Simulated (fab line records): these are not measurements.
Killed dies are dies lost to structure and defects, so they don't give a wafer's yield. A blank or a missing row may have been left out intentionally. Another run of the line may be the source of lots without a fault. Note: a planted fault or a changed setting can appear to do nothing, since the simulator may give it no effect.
A lot that was struck, set against a sound lot | flow n5Finfet | 16 out of 1938 route steps
Sound: wafers L696.3, L696.5, L696.6. Struck: wafers L688.2, L688.4, L688.6. The cause is named last.
Each step with rows lists, per side, the tool, then ch with its chambers, then its first start. Under that, the readings that differ: sound wafers | struck wafers | difference of the means | sigmas: that difference in standard deviations of wafers without a fault.
alike: words and numbers the same on both sides, and readings whose means are apart by under 2 such deviations; not compared: readings that were withheld, readings missing a value for some wafer, numbers with overlapping values and no deviation given by the record, and bounds like >300 which may hide the same value.
A row with sigmas, a row that says differs or no value, or rows on one side alone: a step with any of these is where the two part. When numbers do not overlap yet have no deviation, they are printed without sigmas and do not part them. A reading that every wafer of one side lacks parts them only if that side has two wafers or more.

N5_SDB_ETCH_18: etches SOC in N2/H2, target depth 100 nm, overetch 20 nm, time 150 s.
  sound on rieDiel-04 ch 0,1,2, day 7 06:00; struck on rieDiel-05 ch 0,3, day 5 08:00
reading             | sound          | struck         | difference | sigmas
oesProductAu (a.u.) | 0.61 0.60 0.65 | 0.75 0.76 0.76 | +0.14      | +2
  alike: drypumpMotorCurrentA, rfVppV, showerheadPlenumPTorr, throttleValvePct
  not compared: rfHoursCounterH
then, 1 step without rows for these wafers: N5_SDB_STRIP_19 (strips in N2/H2).
N5_SDB_STRIP_21: strips in CF4.
  sound on rieDiel-04 ch 0,1,2, day 7 06:08; struck on rieDiel-05 ch 0,3, day 5 08:08
  alike: drypumpMotorCurrentA, oesProductAu, powerW, rfVppV, showerheadPlenumPTorr, throttleValvePct
  not compared: rfHoursCounterH
N5_SDB_HM_OPEN_20: chemistry CH3F/O2, target SiNx, stops on poly-Si, target depth 24 nm.
  sound on rieDiel-04 ch 0,1,2, day 7 06:09; struck on rieDiel-05 ch 0,3, day 5 08:10
reading             | sound          | struck         | difference | sigmas
oesProductAu (a.u.) | 0.56 0.56 0.58 | 0.68 0.70 0.69 | +0.12      | +2
  alike: O2_flow_sccm, drypumpMotorCurrentA, rfVppV, showerheadPlenumPTorr, throttleValvePct
  not compared: rfHoursCounterH
N5_SDB_STRIP_22: strips in N2/H2.
  sound on plasmaAsher-01 ch 0,1, day 7 06:16; struck on plasmaAsher-01 ch 0,1, day 5 08:14
  alike: drypumpMotorCurrentA, heaterPowerW, oesProductAu, stripTimeToEndpointS
  not compared: rfHoursCounterH
then, 2 steps without rows for these wafers: N5_SDB_PRECLEAN_23 (cleans in dHF, time 30 s); N5_SDB_DUMMY_REMOVE_24 (chemistry TMAH, target poly-Si, stops on SiO2, target depth 142 nm, time 57 s, rinse time 30 s).
N5_SDB_ETCH_25: etches SiO2 in C4F6/O2, target depth 10 nm, time 3.3 s.
  sound on rieDiel-05 ch 1,3, day 7 07:08; struck on rieDiel-04 ch 0,1, day 5 08:28
reading             | sound             | struck               | difference | sigmas
O2_flow_sccm (sccm) | 9.967 9.954 9.986 | 10.037 10.056 10.021 | +0.069     | +3
  alike: drypumpMotorCurrentA, oesProductAu, rfVppV, showerheadPlenumPTorr, throttleValvePct
  not compared: rfHoursCounterH
then, 4 steps without rows for these wafers: N5_SDB_CUT_ETCH_26 (etches Si in HBr/Cl2/O2, target depth 129.6 nm, bt time 20 s, time 51.8 s); N5_SDB_PRECLEAN_38 (cleans in dHF, time 10 s); N5_SDB_PRECLEAN_39 (cleans in O3/DIW, time 45 s); N5_SDB_SRD_28 (time 30 s).
N5_SDB_ALD_29: deposits SiNx, target thk 30 nm, pulse time 1 s, ald cycles 600.
  sound on aldSin-01 ch 0,1,3, day 7 07:25; struck on aldSin-01 ch 0,2,3, day 5 08:43
  no value came back on the struck wafers for any of 5 readings (aldCycles, chamberPressureTorr (Torr) and others); on the sound wafers aldCycles reads 600 600 600
N5_SDB_CMP_30: polishes, stops on poly-Si, t overpolish 1.54 s, target thk 30 nm.
  sound on cmp-03 ch 1,2, day 7 10:11; struck on cmp-04 ch 1,3, day 5 11:28
reading             | sound          | struck      | difference | sigmas
timeToEndpointS (s) | 20.2 18.1 19.8 | 6.1 7.1 5.4 | -13.2      | -6
  alike: motorCurrentA, slurryFlowMlMin
N5_BEOL_M4_RC_MEAS_101:
  the record has rows for the sound wafers here (prober-01 ch 0, day 13 20:49) and none for the struck ones
-- here the record skips 9 days between the struck wafers' starts before and after, leaving off in module BEOL_M4 and picking up in module PASSIVATION (first step shown: number 1936 of the route) --
N5_PASSIVATION_PROBE_49:
  sound on prober-01 at day 18 01:05; struck on prober-01 at day 14 13:58
reading                 | sound          | struck         | difference | sigmas
defectLimitedYield (%)  | 91.9 90.9 91.1 | 0 0 0          | -91        | -57
killed_at_M0_to_M3      | 29 40 46       | 20 18 16       | -20        | -2
killedAtFrontEnd        | 42 40 36       | 1118 1139 1125 | +1088      | +91
killedDies              | 95 107 105     | 1180 1180 1180 | +1078      | +60
killedOnRim             | 15 11 11       | 152 152 152    | +140       | +36
sort_bin_5_function (%) | 4.8 5.6 5.8    | 96.4 97.5 97.6 | +91.8      | +92
sortNPass               | 1085 1073 1075 | 0 0 0          | -1078      | -60
sortYieldPct (%)        | 91.9 90.9 91.1 | 0 0 0          | -91        | -57
  alike: killed_at_M4_up, killedAtContacts, killedAtOther, killedOpen, killedShort, sort_bin_6_memory

== WHERE THEY PART ==
First at N5_SDB_ETCH_18; last, within this record, at N5_PASSIVATION_PROBE_49.

WHY: what had been put in by the simulator
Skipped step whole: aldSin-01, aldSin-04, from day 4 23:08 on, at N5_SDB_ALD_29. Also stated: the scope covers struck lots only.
